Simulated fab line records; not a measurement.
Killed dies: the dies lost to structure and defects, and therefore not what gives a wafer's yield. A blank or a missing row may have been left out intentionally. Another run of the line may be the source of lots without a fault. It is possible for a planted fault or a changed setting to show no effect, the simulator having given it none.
fab line records	flow n5-finfet
record: lots: 24	wafers: 72	last-day: 17
route steps=1938 shown BEOL_M14@1746 BEOL_M15@1804
lots that met no fault: from a run of the same line without faults
start-h: start of the lot's first displayed wafer, in hours after the record's first day	wait-h: time in hours since the lot's previous step	" repeats the value in the row above	L1.1+2: one row covering several wafers at once	- no value, or no start was given	* or withheld: withheld	< > ~ a bound
route shown NAME@n: a module of which the file shows steps, and the number in the route of the first	usual: mean/standard deviation of fault-free wafers	same: alike in all rows	chamber/n: place in a boat	sites: readings site by site	_std_site: standard deviation across them	_edge_site: outer sites' mean less inner sites'	radius-mm: for every site, how far away it sits from the centre of the wafer	mask NAME#n: copy n	behind: the most recent tool/chamber to have shaped the wafer	hold: cause of the lot's hold/its duration in hours/its outcome	device: the n, p or np transistor that did not switch	end of line: tests run on the same wafers once the route is complete	a step with no rows: only its recipe	killed: not the wafer's yield, but the dies lost to structure and defects at the first sort	map: a wafer's dies, x killed, . not, _ none there
set.NAME: the run value of the setting; set.NAME@STEP: its run value at that earlier step	model.NAME: the simulator's own value behind a step, which no gauge read
route steps across a sampled set of lots; one table per step, one row per wafer
services: from which hour (start-h, from the record's first day; less than 0 if before it) a tool's chamber was out of use, for how many hours, and why
== steps ==
step: N5_BEOL_M14_CD_MEAS_28
recipe: target-cd-nm: 284.4	landing-energy-ev: 500	detector: se-inlens
usual: cd-nm: 284.8/1.7
lot.wafer	tool	chamber	start-h	wait-h	cd-nm
L074.1	cd-sem-03	0	263.20	-	287.6
L074.3	"	0	"	"	285.3
L074.6	"	0	"	"	285.1
L076.1	cd-sem-02	0	265.72	-	283.2
L076.4	"	0	"	"	284.1
L076.6	"	0	"	"	284.6
L075.1	cd-sem-02	0	276.56	-	286.2
L075.3	"	0	"	"	285.4
L075.4	"	0	"	"	287.7
L079.3	cd-sem-02	0	279.32	-	283.7
L079.5	"	0	"	"	284.8
L079.6	"	0	"	"	286.7
L078.2	cd-sem-03	0	286.65	-	284.9
L078.3	"	0	"	"	287.0
L078.6	"	0	"	"	285.8
L081.3	cd-sem-01	0	299.85	-	285.3
L081.4	"	0	"	"	285.1
L081.5	"	0	"	"	286.0
L082.2	cd-sem-03	0	301.28	-	281.2
L082.4	"	0	"	"	281.3
L082.5	"	0	"	"	282.9
L077.2	cd-sem-03	0	307.47	-	282.9
L077.5	"	0	"	"	286.8
L077.6	"	0	"	"	286.5
L080.2	cd-sem-02	0	310.43	-	283.4
L080.3	"	0	"	"	284.4
L080.4	"	0	"	"	284.6
L083.1	cd-sem-03	0	314.14	-	284.7
L083.2	"	0	"	"	282.2
L083.4	"	0	"	"	284.8
L084.1	cd-sem-01	0	318.92	-	287.1
L084.2	"	0	"	"	287.5
L084.3	"	0	"	"	287.0
L085.1	cd-sem-02	0	334.14	-	287.1
L085.3	"	0	"	"	286.3
L085.4	"	0	"	"	288.1
L086.1	cd-sem-03	0	334.52	-	286.5
L086.2	"	0	"	"	284.1
L086.4	"	0	"	"	286.2
L088.1	cd-sem-02	0	334.72	-	286.7
L088.3	"	0	"	"	284.5
L088.4	"	0	"	"	285.3
L087.2	cd-sem-01	0	340.80	-	287.6
L087.4	"	0	"	"	284.6
L087.6	"	0	"	"	285.2
L090.2	cd-sem-03	0	356.03	-	285.6
L090.4	"	0	"	"	285.8
L090.5	"	0	"	"	283.3
L089.1	cd-sem-03	0	362.25	-	284.0
L089.3	"	0	"	"	282.2
L089.6	"	0	"	"	284.9
L091.1	cd-sem-02	0	363.45	-	284.9
L091.4	"	0	"	"	284.4
L091.6	"	0	"	"	284.9
L092.1	cd-sem-02	0	368.10	-	284.8
L092.4	"	0	"	"	285.0
L092.5	"	0	"	"	283.7
L094.1	cd-sem-02	0	381.05	-	286.0
L094.2	"	0	"	"	286.2
L094.5	"	0	"	"	283.2
L095.2	cd-sem-01	0	381.21	-	285.1
L095.3	"	0	"	"	285.7
L095.4	"	0	"	"	282.7
L096.1	cd-sem-03	0	381.25	-	282.7
L096.4	"	0	"	"	283.4
L096.5	"	0	"	"	284.5
L093.3	cd-sem-03	0	383.13	-	284.3
L093.4	"	0	"	"	284.1
L093.5	"	0	"	"	283.9
L097.2	cd-sem-02	0	383.88	-	283.8
L097.3	"	0	"	"	283.6
L097.4	"	0	"	"	284.9
step: N5_BEOL_M14_OVL_MEAS_29
recipe: points-per-wafer: 44
usual: M14_OVL: 0/4.8
lot.wafer	tool	chamber	start-h	wait-h	M14_OVL[nm]
L074.1	overlay-02	0	263.23	0.0	1
L074.3	"	0	"	"	8
L074.6	"	0	"	"	0
L076.1	overlay-02	0	265.75	0.0	2
L076.4	"	0	"	"	3
L076.6	"	0	"	"	1
L075.1	overlay-01	0	276.59	0.0	1
L075.3	"	0	"	"	2
L075.4	"	0	"	"	-3
L079.3	overlay-02	0	279.36	0.0	-3
L079.5	"	0	"	"	4
L079.6	"	0	"	"	-5
L078.2	overlay-02	0	286.68	0.0	-1
L078.3	"	0	"	"	-1
L078.6	"	0	"	"	1
L081.3	overlay-02	0	299.88	0.0	-2
L081.4	"	0	"	"	5
L081.5	"	0	"	"	0
L082.2	overlay-01	0	301.31	0.0	-2
L082.4	"	0	"	"	1
L082.5	"	0	"	"	-2
L077.2	overlay-01	0	307.49	0.0	3
L077.5	"	0	"	"	8
L077.6	"	0	"	"	6
L080.2	overlay-02	0	310.46	0.0	-5
L080.3	"	0	"	"	2
L080.4	"	0	"	"	-4
L083.1	overlay-02	0	314.17	0.0	-3
L083.2	"	0	"	"	-11
L083.4	"	0	"	"	-3
L084.1	overlay-02	0	318.95	0.0	3
L084.2	"	0	"	"	6
L084.3	"	0	"	"	4
L085.1	overlay-01	0	334.17	0.0	-8
L085.3	"	0	"	"	1
L085.4	"	0	"	"	-6
L086.1	overlay-01	0	334.55	0.0	3
L086.2	"	0	"	"	5
L086.4	"	0	"	"	7
L088.1	overlay-01	0	334.75	0.0	-8
L088.3	"	0	"	"	-3
L088.4	"	0	"	"	-10
L087.2	overlay-02	0	340.83	0.0	6
L087.4	"	0	"	"	11
L087.6	"	0	"	"	8
L090.2	overlay-02	0	356.06	0.0	2
L090.4	"	0	"	"	3
L090.5	"	0	"	"	3
L089.1	overlay-01	0	362.28	0.0	-8
L089.3	"	0	"	"	3
L089.6	"	0	"	"	2
L091.1	overlay-02	0	363.48	0.0	-12
L091.4	"	0	"	"	2
L091.6	"	0	"	"	-1
L092.1	overlay-01	0	368.13	0.0	3
L092.4	"	0	"	"	3
L092.5	"	0	"	"	-1
L094.1	overlay-02	0	381.08	0.0	2
L094.2	"	0	"	"	-1
L094.5	"	0	"	"	0
L095.2	overlay-01	0	381.24	0.0	2
L095.3	"	0	"	"	-6
L095.4	"	0	"	"	-1
L096.1	overlay-02	0	381.28	0.0	0
L096.4	"	0	"	"	0
L096.5	"	0	"	"	1
L093.3	overlay-02	0	383.16	0.0	0
L093.4	"	0	"	"	-7
L093.5	"	0	"	"	-1
L097.2	overlay-01	0	383.91	0.0	2
L097.3	"	0	"	"	2
L097.4	"	0	"	"	4
step: N5_BEOL_M14_ETCH_38
recipe: chemistry: CF4/N2	target: SiCN	target-depth-a: 1065	taper-deg: 2	time-s: 120.6	ion-energy-ev: 150	mask-material: SiO2	pressure-mtorr: 40	source-w: 430	bias-w: 70	Ar_flow_sccm: 100	cf4-flow-sccm: 60	n2-flow-sccm: 60
usual: drypump-motor-current-A: 5.6/0.56	oes-product-au: 0.78/0.071	rf-vpp-V: 381.2/2.4	showerhead-plenum-p-Torr: 2.17/0.086	throttle-valve-pct: 15.47/0.2
lot.wafer	tool	chamber	start-h	wait-h	drypump-motor-current-A	oes-product-au	rf-hours-counter-h	rf-vpp-V	showerhead-plenum-p-Torr	throttle-valve-pct
L074.1	rie-diel-04	1	-	-	6.1	0.84	85	385.5	2.31	15.23
L074.3	"	0	"	"	6.4	0.78	118	385.6	2.31	15.38
L074.6	"	3	"	"	5.9	0.90	-	386.4	2.33	15.43
L076.1	rie-diel-04	0	-	-	6.5	0.77	118	384.3	2.31	15.39
L076.4	"	3	"	"	5.9	0.89	40	386.8	2.33	15.40
L076.6	"	1	"	"	6.1	0.83	-	384.3	2.31	15.23
L075.1	rie-diel-05	0	-	-	5.1	0.73	171	381.0	2.11	15.35
L075.3	"	2	"	"	6.0	0.78	134	381.9	2.21	15.70
L075.4	"	3	"	"	4.7	0.78	107	380.9	2.13	15.52
L079.3	rie-diel-03	3	-	-	5.5	0.69	202	379.1	2.03	15.61
L079.5	"	0	"	"	5.3	0.79	-	380.8	2.13	15.51
L079.6	"	3	"	"	5.5	0.69	-	376.1	2.03	15.62
L078.2	rie-diel-05	2	-	-	6.0	0.78	139	381.7	2.21	15.74
L078.3	"	1	"	"	5.8	0.80	123	380.1	2.13	15.66
L078.6	"	1	"	"	5.8	0.79	-	381.5	2.13	15.64
L081.3	rie-diel-04	3	-	-	6.0	0.88	55	385.2	2.32	15.44
L081.4	"	2	"	"	5.7	0.90	30	381.2	2.16	15.00
L081.5	"	1	"	"	6.1	0.82	-	385.5	2.31	15.26
L082.2	rie-diel-05	1	-	-	5.9	0.78	129	380.4	2.13	15.67
L082.4	"	0	"	"	5.2	0.72	182	379.3	2.11	15.37
L082.5	"	0	"	"	5.2	0.72	-	379.4	2.11	15.36
L077.2	rie-diel-05	0	-	-	5.1	0.71	184	380.1	2.11	15.37
L077.5	"	3	"	"	4.7	0.77	-	380.3	2.13	15.52
L077.6	"	0	"	"	5.2	0.71	-	378.9	2.11	15.38
L080.2	rie-diel-04	2	-	-	5.7	0.90	35	380.3	2.16	15.02
L080.3	"	1	"	"	6.1	0.81	105	385.6	2.31	15.27
L080.4	"	3	"	"	6.0	0.87	60	384.2	2.32	15.46
L083.1	rie-diel-03	3	-	-	5.5	0.69	211	376.5	2.02	15.64
L083.2	"	2	"	"	4.8	0.87	61	380.9	2.15	15.23
L083.4	"	0	"	"	5.3	0.78	136	379.2	2.13	15.52
L084.1	rie-diel-05	0	-	-	5.2	0.72	187	380.0	2.11	15.40
L084.2	"	3	"	"	4.7	0.78	122	380.4	2.13	15.55
L084.3	"	2	"	"	6.0	0.76	152	381.9	2.20	15.76
L085.1	rie-diel-04	3	-	-	5.9	0.86	67	383.4	2.32	15.48
L085.3	"	0	"	"	6.5	0.76	144	384.7	2.30	15.43
L085.4	"	1	"	"	6.2	0.81	112	385.3	2.30	15.25
L086.1	rie-diel-03	0	-	-	5.3	0.79	141	381.2	2.12	15.52
L086.2	"	3	"	"	5.5	0.68	217	376.7	2.02	15.65
L086.4	"	2	"	"	4.8	0.84	68	381.3	2.15	15.23
L088.1	rie-diel-03	2	-	-	4.8	0.85	68	381.3	2.15	15.24
L088.3	"	0	"	"	5.3	0.78	141	380.6	2.12	15.54
L088.4	"	1	"	"	6.3	0.93	13	384.1	2.25	15.40
L087.2	rie-diel-03	3	-	-	5.5	0.68	220	377.9	2.02	15.65
L087.4	"	1	"	"	6.4	0.92	16	384.6	2.25	15.41
L087.6	"	3	"	"	5.5	0.68	-	376.5	2.02	15.65
L090.2	rie-diel-03	3	-	-	5.5	0.67	226	377.1	2.02	15.67
L090.4	"	1	"	"	6.3	0.91	22	382.0	2.25	15.41
L090.5	"	3	"	"	5.5	0.67	-	377.0	2.02	15.67
L089.1	rie-diel-05	0	-	-	5.1	0.70	203	378.4	2.10	15.40
L089.3	"	2	"	"	6.0	0.75	167	381.2	2.20	15.77
L089.6	"	0	"	"	5.2	0.72	-	380.7	2.10	15.42
L091.1	rie-diel-04	0	-	-	6.5	0.74	156	384.4	2.30	15.45
L091.4	"	2	"	"	5.7	0.87	54	380.1	2.16	15.02
L091.6	"	3	"	"	5.9	0.83	-	384.9	2.31	15.50
L092.1	rie-diel-03	0	-	-	5.3	0.77	154	380.2	2.12	15.56
L092.4	"	2	"	"	4.8	0.84	83	379.3	2.15	15.26
L092.5	"	2	"	"	4.8	0.84	-	380.2	2.15	15.27
L094.1	rie-diel-05	0	-	-	5.2	0.70	210	378.6	2.10	15.44
L094.2	"	2	"	"	6.0	0.74	174	381.6	2.20	15.79
L094.5	"	1	"	"	5.8	0.76	-	380.2	2.12	15.73
L095.2	rie-diel-05	3	-	-	4.7	0.73	145	380.5	2.12	15.60
L095.3	"	2	"	"	6.0	0.73	174	382.0	2.20	15.80
L095.4	"	0	"	"	5.2	0.70	210	378.6	2.10	15.42
L096.1	rie-diel-03	1	-	-	6.3	0.88	32	382.8	2.24	15.45
L096.4	"	0	"	"	5.3	0.76	-	379.9	2.12	15.58
L096.5	"	2	"	"	4.8	0.84	-	380.4	2.14	15.27
L093.3	rie-diel-05	0	-	-	5.1	0.70	211	380.5	2.10	15.44
L093.4	"	1	"	"	5.9	0.75	159	381.8	2.12	15.74
L093.5	"	1	"	"	5.8	0.75	-	380.4	2.12	15.73
L097.2	rie-diel-05	3	-	-	4.7	0.75	147	380.5	2.12	15.59
L097.3	"	2	"	"	5.9	0.74	175	381.1	2.20	15.80
L097.4	"	1	"	"	5.9	0.75	159	380.4	2.12	15.73
step: N5_BEOL_M15_CD_MEAS_28
recipe: target-cd-nm: 407.6	landing-energy-ev: 500	detector: se-inlens
usual: cd-nm: 408.3/1.6
lot.wafer	tool	chamber	start-h	wait-h	cd-nm
L074.1	cd-sem-03	0	269.95	-	406.2
L074.3	"	0	"	"	406.0
L074.6	"	0	"	"	407.1
L076.1	cd-sem-02	0	272.60	-	407.4
L076.4	"	0	"	"	407.4
L076.6	"	0	"	"	407.3
L075.1	cd-sem-02	0	283.59	-	408.7
L075.3	"	0	"	"	410.1
L075.4	"	0	"	"	409.6
L079.3	cd-sem-02	0	286.10	-	408.2
L079.5	"	0	"	"	406.1
L079.6	"	0	"	"	406.0
L078.2	cd-sem-02	0	294.42	-	411.1
L078.3	"	0	"	"	409.5
L078.6	"	0	"	"	409.8
L081.3	cd-sem-01	0	306.10	-	410.1
L081.4	"	0	"	"	408.5
L081.5	"	0	"	"	407.0
L082.2	cd-sem-02	0	307.14	-	409.0
L082.4	"	0	"	"	412.2
L082.5	"	0	"	"	410.0
L077.2	cd-sem-01	0	313.79	-	407.7
L077.5	"	0	"	"	409.8
L077.6	"	0	"	"	406.0
L080.2	cd-sem-03	0	320.75	-	407.4
L080.3	"	0	"	"	410.9
L080.4	"	0	"	"	409.9
L083.1	cd-sem-03	0	321.56	-	408.1
L083.2	"	0	"	"	406.3
L083.4	"	0	"	"	408.6
L084.1	cd-sem-01	0	326.04	-	406.9
L084.2	"	0	"	"	408.8
L084.3	"	0	"	"	407.2
L085.1	cd-sem-02	0	339.90	-	409.2
L085.3	"	0	"	"	409.9
L085.4	"	0	"	"	407.5
L086.1	cd-sem-03	0	339.94	-	408.4
L086.2	"	0	"	"	410.2
L086.4	"	0	"	"	408.1
L088.1	cd-sem-03	0	339.98	-	410.2
L088.3	"	0	"	"	412.1
L088.4	"	0	"	"	409.3
L087.2	cd-sem-01	0	345.37	-	409.5
L087.4	"	0	"	"	408.9
L087.6	"	0	"	"	406.5
L090.2	cd-sem-03	0	362.09	-	408.7
L090.4	"	0	"	"	408.2
L090.5	"	0	"	"	405.8
L089.1	cd-sem-02	0	368.71	-	407.4
L089.3	"	0	"	"	409.5
L089.6	"	0	"	"	409.7
L091.1	cd-sem-03	0	370.91	-	409.2
L091.4	"	0	"	"	410.5
L091.6	"	0	"	"	410.6
L092.1	cd-sem-03	0	375.20	-	407.4
L092.4	"	0	"	"	404.3
L092.5	"	0	"	"	407.6
L094.1	cd-sem-03	0	388.60	-	408.6
L094.2	"	0	"	"	407.4
L094.5	"	0	"	"	407.2
L095.2	cd-sem-03	0	389.18	-	406.6
L095.3	"	0	"	"	407.7
L095.4	"	0	"	"	408.0
L096.1	cd-sem-02	0	389.62	-	405.1
L096.4	"	0	"	"	406.7
L096.5	"	0	"	"	406.4
L093.3	cd-sem-03	0	392.55	-	410.0
L093.4	"	0	"	"	408.8
L093.5	"	0	"	"	408.9
L097.2	cd-sem-01	0	392.90	-	406.4
L097.3	"	0	"	"	408.2
L097.4	"	0	"	"	406.4
step: N5_BEOL_M15_DESCUM_33
recipe: chemistry: O2	time-s: 7.9	source-power-w: 50	bias-power-w: 20	pressure-mtorr: 20	rf-frequency-hz: 2.712e+07	temp-c: 40	o2-flow-sccm: 225
usual: drypump-motor-current-A: 5.8/0.41	oes-product-au: 0.78/0.084	rf-vpp-V: 242.7/1.2	showerhead-plenum-p-Torr: 2.06/0.046	throttle-valve-pct: 20.48/0.26
lot.wafer	tool	chamber	start-h	wait-h	drypump-motor-current-A	oes-product-au	rf-hours-counter-h	rf-vpp-V	showerhead-plenum-p-Torr	throttle-valve-pct
L074.1	rie-diel-01	3	270.04	0.0	6.2	0.74	172	242.0	2.02	20.50
L074.3	"	0	"	"	6.3	0.91	33	241.1	2.04	20.05
L074.6	"	3	"	"	6.2	0.74	-	243.1	2.02	20.50
L076.1	rie-diel-06	1	272.78	0.1	5.5	0.72	190	243.4	2.08	20.09
L076.4	"	0	"	"	5.6	0.89	23	242.3	2.07	20.67
L076.6	"	3	"	"	5.2	0.70	-	243.8	2.15	20.70
L075.1	rie-diel-06	2	284.01	0.4	6.2	0.70	221	243.5	2.08	20.91
L075.3	"	1	"	"	5.5	0.72	193	243.3	2.08	20.10
L075.4	"	0	"	"	5.6	0.89	26	241.2	2.07	20.66
L079.3	rie-diel-01	1	286.39	0.2	5.4	0.71	204	243.0	1.97	20.15
L079.5	"	3	"	"	6.2	0.73	-	240.7	2.02	20.52
L079.6	"	0	"	"	6.4	0.89	-	242.7	2.04	20.08
L078.2	rie-diel-01	2	294.83	0.4	5.9	0.75	195	241.3	2.10	20.62
L078.3	"	3	"	"	6.2	0.74	180	243.2	2.02	20.52
L078.6	"	2	"	"	5.8	0.76	-	244.4	2.10	20.62
L081.3	rie-diel-01	3	307.39	1.2	6.2	0.72	185	241.9	2.01	20.54
L081.4	"	1	"	"	5.4	0.71	212	241.5	1.97	20.18
L081.5	"	2	"	"	5.8	0.74	-	243.0	2.09	20.64
L082.2	rie-diel-01	2	307.72	0.5	5.9	0.75	201	243.3	2.10	20.65
L082.4	"	3	"	"	6.2	0.72	186	240.6	2.01	20.52
L082.5	"	2	"	"	5.9	0.74	-	243.1	2.09	20.65
L077.2	rie-diel-02	2	313.88	0.0	6.0	0.69	212	245.1	2.14	20.65
L077.5	"	3	"	"	6.3	0.78	-	244.2	2.09	20.46
L077.6	"	0	"	"	5.0	0.82	-	243.0	2.02	20.39
L080.2	rie-diel-02	0	320.87	0.1	5.0	0.81	90	243.2	2.02	20.38
L080.3	"	1	"	"	5.8	0.91	33	242.4	2.03	20.59
L080.4	"	3	"	"	6.3	0.80	118	242.1	2.09	20.45
L083.1	rie-diel-06	0	321.65	0.0	5.6	0.88	32	242.0	2.07	20.68
L083.2	"	3	"	"	5.2	0.70	241	244.0	2.14	20.70
L083.4	"	2	"	"	6.2	0.70	227	242.2	2.07	20.92
L084.1	rie-diel-02	3	326.27	0.2	6.3	0.78	120	242.7	2.09	20.48
L084.2	"	0	"	"	5.0	0.81	92	242.7	2.02	20.41
L084.3	"	2	"	"	6.0	0.68	217	244.7	2.14	20.66
L085.1	rie-diel-06	2	340.00	0.0	6.2	0.69	233	241.8	2.07	20.94
L085.3	"	3	"	"	5.2	0.70	246	245.2	2.14	20.70
L085.4	"	1	"	"	5.5	0.70	205	241.9	2.08	20.13
L086.1	rie-diel-02	3	340.08	0.1	6.3	0.79	124	241.8	2.09	20.47
L086.2	"	1	"	"	5.8	0.90	40	242.2	2.02	20.60
L086.4	"	1	"	"	5.8	0.91	-	242.5	2.02	20.59
L088.1	rie-diel-06	3	340.24	0.2	5.2	0.69	246	244.3	2.14	20.71
L088.3	"	0	"	"	5.6	0.86	38	243.2	2.06	20.68
L088.4	"	1	"	"	5.5	0.71	205	242.9	2.08	20.13
L087.2	rie-diel-06	1	345.51	0.1	5.5	0.70	208	242.9	2.08	20.12
L087.4	"	3	"	"	5.2	0.69	248	244.7	2.14	20.72
L087.6	"	1	"	"	5.5	0.71	-	242.4	2.08	20.12
L090.2	rie-diel-01	3	362.17	0.0	6.2	0.71	202	240.6	2.01	20.57
L090.4	"	2	"	"	5.8	0.73	-	242.4	2.09	20.67
L090.5	"	3	"	"	6.2	0.72	-	241.8	2.01	20.55
L089.1	rie-diel-06	2	368.91	0.1	6.2	0.68	243	242.7	2.07	20.94
L089.3	"	1	"	"	5.5	0.70	216	243.4	2.08	20.14
L089.6	"	0	"	"	5.6	0.85	-	243.1	2.06	20.69
L091.1	rie-diel-01	3	371.01	0.0	6.2	0.70	205	240.6	2.01	20.55
L091.4	"	0	"	"	6.4	0.84	71	241.7	2.03	20.12
L091.6	"	0	"	"	6.4	0.84	-	242.7	2.03	20.12
L092.1	rie-diel-06	2	375.28	0.0	6.2	0.69	246	240.6	2.07	20.96
L092.4	"	0	"	"	5.6	0.86	50	242.4	2.06	20.69
L092.5	"	0	"	"	5.6	0.85	-	242.8	2.06	20.69
L094.1	rie-diel-01	0	389.18	0.5	6.3	0.84	76	243.7	2.03	20.12
L094.2	"	3	"	"	6.2	0.71	210	240.8	2.00	20.57
L094.5	"	3	"	"	6.2	0.71	-	240.8	2.00	20.57
L095.2	rie-diel-06	1	389.79	0.5	5.5	0.70	223	241.4	2.07	20.12
L095.3	"	0	"	"	5.6	0.85	55	242.2	2.06	20.72
L095.4	"	3	"	"	5.2	0.96	7	244.3	2.14	20.38
L096.1	rie-diel-02	1	390.50	0.8	5.8	0.89	56	243.3	2.02	20.61
L096.4	"	2	"	"	6.0	0.67	237	243.6	2.13	20.70
L096.5	"	3	"	"	6.3	0.78	-	242.8	2.09	20.50
L093.3	rie-diel-06	3	392.64	0.0	5.2	0.96	8	245.4	2.14	20.38
L093.4	"	1	"	"	5.5	0.69	-	242.6	2.07	20.14
L093.5	"	0	"	"	5.6	0.85	-	241.8	2.06	20.71
L097.2	rie-diel-06	1	392.99	0.0	5.5	0.69	225	242.3	2.07	20.13
L097.3	"	3	"	"	5.2	0.94	9	242.5	2.14	20.37
L097.4	"	3	"	"	5.2	0.94	-	244.5	2.14	20.36
step: N5_BEOL_M15_ETCH_61
recipe: chemistry: N2/H2	target: BARC	target-depth-a: 890	overetch-a: 267	time-s: 67.9	ion-energy-ev: 200	pressure-mtorr: 30	source-w: 840	bias-w: 150	n2-flow-sccm: 200	h2-flow-sccm: 200
usual: drypump-motor-current-A: 5.8/0.4	oes-product-au: 0.66/0.066	rf-vpp-V: 522.7/1.8	showerhead-plenum-p-Torr: 2.50/0.062	throttle-valve-pct: 17.88/0.27
lot.wafer	tool	chamber	start-h	wait-h	drypump-motor-current-A	oes-product-au	rf-hours-counter-h	rf-vpp-V	showerhead-plenum-p-Torr	throttle-valve-pct
L074.1	rie-diel-01	3	270.08	0.0	6.2	0.64	172	521.0	2.42	17.77
L074.3	"	0	"	"	6.3	0.76	33	522.8	2.47	17.40
L074.6	"	3	"	"	6.2	0.64	-	520.3	2.43	17.77
L076.1	rie-diel-06	1	272.81	0.0	5.5	0.62	190	524.1	2.53	17.53
L076.4	"	0	"	"	5.6	0.75	23	523.1	2.47	17.77
L076.6	"	3	"	"	5.3	0.61	-	524.4	2.62	18.21
L075.1	rie-diel-06	2	284.04	0.0	6.2	0.59	221	522.6	2.50	18.20
L075.3	"	1	"	"	5.5	0.61	193	522.4	2.53	17.55
L075.4	"	0	"	"	5.6	0.75	26	521.4	2.47	17.76
L079.3	rie-diel-01	1	286.43	0.0	5.4	0.62	204	519.7	2.41	17.65
L079.5	"	3	"	"	6.2	0.63	-	521.2	2.42	17.78
L079.6	"	0	"	"	6.3	0.76	-	521.0	2.47	17.40
L078.2	rie-diel-01	2	294.87	0.0	5.8	0.64	195	522.7	2.54	18.19
L078.3	"	3	"	"	6.2	0.63	180	520.8	2.42	17.81
L078.6	"	2	"	"	5.9	0.64	-	522.0	2.54	18.20
L081.3	rie-diel-01	3	307.43	0.0	6.2	0.63	185	520.6	2.42	17.78
L081.4	"	1	"	"	5.5	0.62	212	519.1	2.40	17.67
L081.5	"	2	"	"	5.9	0.63	-	524.0	2.54	18.22
L082.2	rie-diel-01	2	307.75	0.0	5.9	0.63	201	522.0	2.54	18.20
L082.4	"	3	"	"	6.2	0.63	186	520.8	2.42	17.78
L082.5	"	2	"	"	5.8	0.64	-	522.6	2.54	18.20
L077.2	rie-diel-02	2	313.91	0.0	6.0	0.60	212	526.4	2.61	18.15
L077.5	"	3	"	"	6.3	0.67	-	524.8	2.55	18.06
L077.6	"	0	"	"	5.0	0.69	-	520.0	2.46	17.82
L080.2	rie-diel-02	0	320.90	0.0	5.0	0.69	90	521.0	2.45	17.84
L080.3	"	1	"	"	5.8	0.77	33	522.0	2.49	18.20
L080.4	"	3	"	"	6.3	0.67	118	524.2	2.55	18.06
L083.1	rie-diel-06	0	321.68	0.0	5.6	0.75	32	521.5	2.47	17.77
L083.2	"	3	"	"	5.3	0.60	241	526.1	2.61	18.22
L083.4	"	2	"	"	6.2	0.60	227	522.6	2.50	18.22
L084.1	rie-diel-02	3	326.31	0.0	6.3	0.66	120	523.9	2.55	18.07
L084.2	"	0	"	"	5.1	0.69	92	522.0	2.45	17.84
L084.3	"	2	"	"	6.0	0.60	217	526.7	2.61	18.16
L085.1	rie-diel-06	2	340.03	0.0	6.2	0.59	233	522.5	2.49	18.23
L085.3	"	3	"	"	5.2	0.60	246	524.2	2.61	18.23
L085.4	"	1	"	"	5.5	0.60	205	523.8	2.53	17.57
L086.1	rie-diel-02	3	340.11	0.0	6.3	0.66	124	523.2	2.55	18.06
L086.2	"	1	"	"	5.8	0.77	40	522.3	2.49	18.22
L086.4	"	1	"	"	5.8	0.77	-	521.1	2.48	18.22
L088.1	rie-diel-06	3	340.27	0.0	5.2	0.60	246	525.9	2.61	18.22
L088.3	"	0	"	"	5.6	0.73	38	522.2	2.47	17.78
L088.4	"	1	"	"	5.5	0.60	205	524.0	2.53	17.57
L087.2	rie-diel-06	1	345.54	0.0	5.5	0.61	208	523.9	2.53	17.55
L087.4	"	3	"	"	5.3	0.59	248	526.5	2.61	18.23
L087.6	"	1	"	"	5.5	0.61	-	521.1	2.53	17.56
L090.2	rie-diel-01	3	362.21	0.0	6.2	0.62	202	522.5	2.41	17.82
L090.4	"	2	"	"	5.9	0.62	-	523.4	2.53	18.24
L090.5	"	3	"	"	6.2	0.62	-	521.8	2.41	17.83
L089.1	rie-diel-06	2	368.95	0.0	6.2	0.58	243	523.1	2.49	18.25
L089.3	"	1	"	"	5.5	0.60	216	522.9	2.52	17.57
L089.6	"	0	"	"	5.6	0.72	-	523.2	2.46	17.82
L091.1	rie-diel-01	3	371.04	0.0	6.2	0.62	205	520.2	2.41	17.82
L091.4	"	0	"	"	6.4	0.72	71	521.5	2.46	17.47
L091.6	"	0	"	"	6.3	0.71	-	520.4	2.45	17.45
L092.1	rie-diel-06	2	375.32	0.0	6.3	0.58	246	522.3	2.49	18.24
L092.4	"	0	"	"	5.6	0.71	50	522.5	2.46	17.81
L092.5	"	0	"	"	5.6	0.72	-	523.4	2.46	17.79
L094.1	rie-diel-01	0	389.21	0.0	6.3	0.71	76	519.3	2.45	17.48
L094.2	"	3	"	"	6.2	0.61	210	518.8	2.41	17.84
L094.5	"	3	"	"	6.2	0.61	-	520.6	2.41	17.83
L095.2	rie-diel-06	1	389.82	0.0	5.5	0.60	223	523.6	2.52	17.59
L095.3	"	0	"	"	5.6	0.71	55	522.8	2.46	17.83
L095.4	"	3	"	"	5.2	0.81	7	525.9	2.60	17.83
L096.1	rie-diel-02	1	390.53	0.0	5.8	0.75	56	522.3	2.48	18.24
L096.4	"	2	"	"	6.0	0.58	237	526.2	2.60	18.21
L096.5	"	3	"	"	6.3	0.65	-	522.7	2.54	18.10
L093.3	rie-diel-06	3	392.67	0.0	5.2	0.80	8	524.6	2.60	17.85
L093.4	"	1	"	"	5.5	0.59	-	523.5	2.52	17.59
L093.5	"	0	"	"	5.7	0.71	-	520.8	2.46	17.82
L097.2	rie-diel-06	1	393.02	0.0	5.5	0.59	225	523.6	2.52	17.57
L097.3	"	3	"	"	5.2	0.80	9	525.1	2.60	17.84
L097.4	"	3	"	"	5.2	0.80	-	526.2	2.60	17.83
== services ==
tool	chamber	start-h	hours	kind
rie-diel-02	0	242.88	8.6	repair
rie-diel-06	-	246.07	0.3	repair
rie-diel-03	1	258.58	-	clean
rie-diel-03	1	258.58	-	consumable-replace:focus-ring
rie-diel-03	1	258.58	25.3	scheduled-down
rie-diel-03	1	258.58	25.3	vent-cycle
rie-diel-03	-	282.27	14.6	pm
rie-diel-05	-	290.03	0.5	repair
rie-diel-06	-	291.33	15.6	pm
rie-diel-04	-	306.33	0.4	repair
rie-diel-02	3	315.13	4.7	repair
rie-diel-02	0	339.01	2.1	repair
rie-diel-01	1	348.30	14.7	repair
rie-diel-06	3	351.85	-	clean
rie-diel-06	3	351.85	-	consumable-replace:focus-ring
rie-diel-06	3	351.85	14.5	scheduled-down
rie-diel-06	3	351.85	14.5	vent-cycle
rie-diel-02	0	361.56	5.1	repair
rie-diel-01	-	368.32	1.0	repair
rie-diel-03	3	374.28	19.2	repair
rie-diel-06	2	391.22	-	clean
rie-diel-06	2	391.22	-	consumable-replace:focus-ring
== key ==
fault none
